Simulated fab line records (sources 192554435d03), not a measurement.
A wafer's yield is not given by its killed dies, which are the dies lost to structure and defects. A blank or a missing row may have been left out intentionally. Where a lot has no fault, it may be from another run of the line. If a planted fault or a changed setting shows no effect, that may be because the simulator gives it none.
Which of the tools did it? + flow n5_finfet + 9 lots with 26 wafers sampled at 5 steps, on a route of 1938 steps

WHAT THE GAUGES READ, wafer by wafer
N5_BEOL_M4_RC_MEAS_101.
| lot  | measured     | on        | DIBL_N (mV/V)  | DIBL_P (mV/V)  | IOFF_N (nA/um) | IOFF_P (nA/um) | ION_N (uA/um) | ION_P (uA/um) | SS_N (mV/dec)  | SS_P (mV/dec)  | VT_N (mV)   | VT_P (mV)      |
|------|--------------|-----------|----------------|----------------|----------------|----------------|---------------|---------------|----------------|----------------|-------------|----------------|
| L785 | day 8 13:19  | prober-02 | 35.8 36.7 36.7 | 38.3 38.5 39.2 | 0.15 0.16 0.16 | 0.19 0.20 0.21 | 669 675 667   | 455 463 458   | 71.9 71.5 71.4 | 74.0 73.6 74.5 | 251 249 250 | -256 -255 -254 |
| L790 | day 9 13:07  | prober-02 | 36.4 37.5 35.8 | 38.5 39.4 37.3 | 0.17 0.19 0.16 | 0.25 0.26 0.23 | 664 675 666   | 460 465 461   | 72.0 71.8 71.3 | 73.9 73.2 73.3 | 248 248 248 | -251 -251 -249 |
| L791 | day 10 02:21 | prober-01 | 40.5 37.7 36.3 | 41.6 37.0 35.5 | 0.24 0.17 0.14 | 0.30 0.21 0.19 | 687 668 661   | 473 462 454   | 72.5 71.4 71.3 | 74.3 73.4 72.9 | 245 249 251 | -245 -250 -251 |
| L792 | day 10 01:18 | prober-02 | 36.2 35.7 37.7 | 35.5 36.2 37.3 | 0.13 0.13 0.16 | 0.18 0.18 0.21 | 659 655 664   | 453 452 457   | 72.0 71.5 72.6 | 73.3 72.9 72.8 | 256 255 252 | -252 -252 -250 |
| L796 | day 11 16:25 | prober-01 | 36.9 37.1 37.4 | 36.1 36.9 37.8 | 0.15 0.15 0.17 | 0.25 0.26 0.28 | 664 666 686   | 464 464 474   | 70.8 71.7 71.7 | 72.6 73.8 72.7 | 251 252 249 | -243 -248 -243 |
| L797 | day 11 14:33 | prober-01 | 38.1 38.3 38.3 | 38.6 38.1 37.8 | 0.20 0.19 0.18 | 0.26 0.25 0.24 | 680 689 686   | 467 469 465   | 71.4 71.6 72.5 | 74.6 73.7 73.2 | 246 245 245 | -248 -248 -248 |
| L800 | day 12 03:09 | prober-02 | 36.6 34.0 36.0 | 36.8 33.8 36.7 | 0.16 0.12 0.16 | 0.22 0.17 0.21 | 674 660 693   | 465 457 469   | 72.5 71.4 71.6 | 73.8 72.9 73.8 | 251 254 249 | -250 -254 -249 |
| L801 | day 12 09:53 | prober-01 | 37.3 36.8 36.2 | 38.6 38.4 38.2 | 0.19 0.18 0.16 | 0.23 0.25 0.23 | 678 676 669   | 463 463 460   | 72.3 71.2 71.0 | 73.4 73.5 73.0 | 248 249 252 | -248 -247 -247 |
| L802 | day 12 07:57 | prober-01 | 36.9 35.7      | 35.1 34.5      | 0.13 0.13      | 0.20 0.19      | 654 661       | 456 453       | 71.3 71.7      | 73.8 73.3      | 256 252     | -252 -251      |

WHICH TOOL RAN EACH LOT (tool, then ch and the chambers of the sampled wafers, then the start)
| lot  | N5_HKMG_FIN_PWFM_ALD_03            | N5_HKMG_FIN_ETCH_31               | N5_HKMG_FIN_ETCH_32               | N5_HKMG_FIN_STRIP_19                |
|------|------------------------------------|-----------------------------------|-----------------------------------|-------------------------------------|
| L785 | ald_metal-02 ch 2,3, day 4 11:31   | rie_diel-01 ch 2,3, day 4 12:31   | rie_diel-01 ch 2,3, day 4 12:35   | plasma_asher-01 ch 0,1, day 4 13:05 |
| L790 | ald_metal-01 ch 2,3, day 5 13:27   | rie_diel-06 ch 1,2,3, day 5 14:53 | rie_diel-06 ch 1,2,3, day 5 15:00 | plasma_asher-02 ch 0,1, day 5 15:32 |
| L791 | ald_metal-03 ch 0,2,3, day 5 22:59 | rie_diel-02 ch 0,1,2, day 5 23:56 | rie_diel-02 ch 0,1,2, day 6 00:00 | plasma_asher-01 ch 0,1, day 6 00:30 |
| L792 | ald_metal-01 ch 0,1,3, day 6 01:46 | rie_diel-01 ch 2,3, day 6 02:44   | rie_diel-01 ch 2,3, day 6 02:47   | plasma_asher-02 ch 0,1, day 6 03:25 |
| L796 | ald_metal-02 ch 0,1,2, day 7 07:26 | rie_diel-06 ch 0,2,3, day 7 08:23 | rie_diel-06 ch 0,2,3, day 7 08:27 | plasma_asher-02 ch 0, day 7 08:57   |
| L797 | ald_metal-02 ch 1,2, day 7 08:48   | rie_diel-02 ch 1,2, day 7 10:03   | rie_diel-02 ch 1,2, day 7 10:07   | plasma_asher-02 ch 0,1, day 7 10:37 |
| L800 | ald_metal-03 ch 1,2, day 8 01:55   | rie_diel-06 ch 1,2,3, day 8 02:44 | rie_diel-06 ch 1,2,3, day 8 02:48 | plasma_asher-01 ch 0,1, day 8 03:18 |
| L801 | ald_metal-02 ch 1,3, day 8 08:22   | rie_diel-06 ch 0,2,3, day 8 09:13 | rie_diel-06 ch 0,2,3, day 8 09:16 | plasma_asher-02 ch 0,1, day 8 09:46 |
| L802 | ald_metal-01 ch 2, day 8 11:43     | rie_diel-02 ch 0,1, day 8 13:02   | rie_diel-02 ch 0,1, day 8 13:05   | plasma_asher-02 ch 1, day 8 13:36   |
- N5_HKMG_FIN_PWFM_ALD_03: deposits TiN, target thk 2 nm, pulse time 1 s, purge time 3 s.
- N5_HKMG_FIN_ETCH_31: etches SiARC in CF4, target depth 45.5 nm, time 75.8 s.
- N5_HKMG_FIN_ETCH_32: etches SOC in N2/H2, target depth 240 nm, time 300 s.
- N5_HKMG_FIN_STRIP_19: strips in N2/H2, time 360 s.

AS READ BY THE TOOLS THEMSELVES (means over the sampled wafers that have a number; for cases with no such wafer, the mark the record gives instead)
N5_HKMG_FIN_PWFM_ALD_03.
| lot  | tool         | heater_power_w (W) | precursor_pulse_height_rel |
|------|--------------|--------------------|----------------------------|
| L785 | ald_metal-02 | 815                | 0.989                      |
| L790 | ald_metal-01 | 844                | 0.999                      |
| L791 | ald_metal-03 | 881                | 0.989                      |
| L792 | ald_metal-01 | 931                | 1.004                      |
| L796 | ald_metal-02 | 923                | 1.009                      |
| L797 | ald_metal-02 | 893                | 0.992                      |
| L800 | ald_metal-03 | 866                | 1.010                      |
| L801 | ald_metal-02 | 796                | 1.001                      |
| L802 | ald_metal-01 | 712                | 1.004                      |

N5_HKMG_FIN_ETCH_31.
| lot  | tool        | cf4_flow_sccm (sccm) | drypump_motor_current_A (A) | etch_rf_on_time_s (s) | mfc_ar_sccm (sccm) | oes_product_au (a.u.) | rf_vpp_V (V) | showerhead_plenum_p_Torr (Torr) | throttle_valve_pct (%) |
|------|-------------|----------------------|-----------------------------|-----------------------|--------------------|-----------------------|--------------|---------------------------------|------------------------|
| L785 | rie_diel-01 | 100.2                | 5.7                         | 76.8                  | 100.09             | 0.61                  | 183.9        | 2.14                            | 15.83                  |
| L790 | rie_diel-06 | 100.1                | 5.9                         | 76.9                  | 100.15             | 0.66                  | 184.6        | 2.14                            | 15.80                  |
| L791 | rie_diel-02 | 100.0                | 5.9                         | 76.4                  | 100.14             | 0.72                  | 183.9        | 2.19                            | 15.48                  |
| L792 | rie_diel-01 | 99.9                 | 5.7                         | 74.5                  | 100.26             | 0.69                  | 185.1        | 2.23                            | 15.69                  |
| L796 | rie_diel-06 | 100.2                | 5.8                         | 74.6                  | 100.22             | 0.72                  | 184.7        | 2.11                            | 15.65                  |
| L797 | rie_diel-02 | 100.2                | 5.9                         | 76.3                  | 100.53             | 0.72                  | 184.6        | 2.18                            | 15.43                  |
| L800 | rie_diel-06 | 100.0                | 5.9                         | 76.2                  | 99.86              | 0.71                  | 184.5        | 2.13                            | 15.66                  |
| L801 | rie_diel-06 | 99.8                 | 5.8                         | 75.4                  | 100.31             | 0.70                  | 183.5        | 2.11                            | 15.68                  |
| L802 | rie_diel-02 | 100.1                | 5.8                         | 77.5                  | 100.28             | 0.66                  | 184.9        | 2.19                            | 15.71                  |

N5_HKMG_FIN_ETCH_32.
| lot  | tool        | drypump_motor_current_A (A) | h2_flow_sccm (sccm) | n2_flow_sccm (sccm) | oes_product_au (a.u.) | rf_vpp_V (V) | showerhead_plenum_p_Torr (Torr) | throttle_valve_pct (%) |
|------|-------------|-----------------------------|---------------------|---------------------|-----------------------|--------------|---------------------------------|------------------------|
| L785 | rie_diel-01 | 5.7                         | 200.2               | 200.4               | 0.71                  | 524.1        | 2.54                            | 17.97                  |
| L790 | rie_diel-06 | 5.9                         | 199.5               | 199.7               | 0.77                  | 523.8        | 2.54                            | 18.06                  |
| L791 | rie_diel-02 | 5.9                         | 199.8               | 200.0               | 0.84                  | 525.1        | 2.60                            | 17.61                  |
| L792 | rie_diel-01 | 5.7                         | 199.9               | 200.1               | 0.79                  | 526.4        | 2.64                            | 17.84                  |
| L796 | rie_diel-06 | 5.8                         | 199.7               | 200.3               | 0.84                  | 522.6        | 2.50                            | 18.00                  |
| L797 | rie_diel-02 | 6.0                         | 199.9               | 199.4               | 0.84                  | 525.3        | 2.59                            | 17.55                  |
| L800 | rie_diel-06 | 5.9                         | 193.0               | 199.4               | 0.83                  | 524.1        | 2.51                            | 17.75                  |
| L801 | rie_diel-06 | 5.8                         | 193.1               | 200.0               | 0.83                  | 522.4        | 2.47                            | 17.83                  |
| L802 | rie_diel-02 | 5.8                         | 200.1               | 199.2               | 0.78                  | 524.9        | 2.59                            | 17.80                  |

N5_HKMG_FIN_STRIP_19.
| lot  | tool            | drypump_motor_current_A (A) | heater_power_w (W) | n2_flow_sccm (sccm) |
|------|-----------------|-----------------------------|--------------------|---------------------|
| L785 | plasma_asher-01 | 5.3                         | 477                | 1748                |
| L790 | plasma_asher-02 | 5.8                         | 498                | 1751                |
| L791 | plasma_asher-01 | 5.3                         | 475                | 1751                |
| L792 | plasma_asher-02 | 5.6                         | 549                | 1752                |
| L796 | plasma_asher-02 | 6.0                         | 460                | 1749                |
| L797 | plasma_asher-02 | 5.6                         | 556                | 1751                |
| L800 | plasma_asher-01 | 5.6                         | 468                | 1746                |
| L801 | plasma_asher-02 | 5.6                         | 548                | 1747                |
| L802 | plasma_asher-02 | 5.4                         | 582                | 1746                |

THE ANSWER, worked out from the rows above alone
Rule: the usual values come from the lots themselves. Put in order of their means at a reading, lots are off if they are a third of the lots or fewer, leave a main group of 4 or more, and stand apart from it by a gap of 3 or more times the standard deviation of the main group's means; of several such gaps the widest counts. Not used: any main group whose means are identical at the precision the tables above print for the reading. A lot without any number at a reading at which 4 lots or more have one is off too. The other lots that the step has rows for count as sound. After the gauges, taken in route order, come the tools' own readings; for these a lot's mean is taken, as printed above. The first step at which some lot is off is used, and at that step the reading that is off furthest; a lot without a number counts as furthest.
Off, at N5_HKMG_FIN_ETCH_32 on h2_flow_sccm: L800, L801. The main group has a mean of 199.9 sccm with a standard deviation of 0.22.
If a tool, at that step or one of the process steps before it, ran each lot that is off and ran no sound lot following the first of them, it fits. One fits: rie_diel-06 at N5_HKMG_FIN_ETCH_31 and N5_HKMG_FIN_ETCH_32. At N5_HKMG_FIN_ETCH_31 its last sound lot is L796 (day 7 08:23), its first lot that is off L800 (day 8 02:44): a fault that began between those two fits.

WHAT THE SIMULATOR HAD PUT IN
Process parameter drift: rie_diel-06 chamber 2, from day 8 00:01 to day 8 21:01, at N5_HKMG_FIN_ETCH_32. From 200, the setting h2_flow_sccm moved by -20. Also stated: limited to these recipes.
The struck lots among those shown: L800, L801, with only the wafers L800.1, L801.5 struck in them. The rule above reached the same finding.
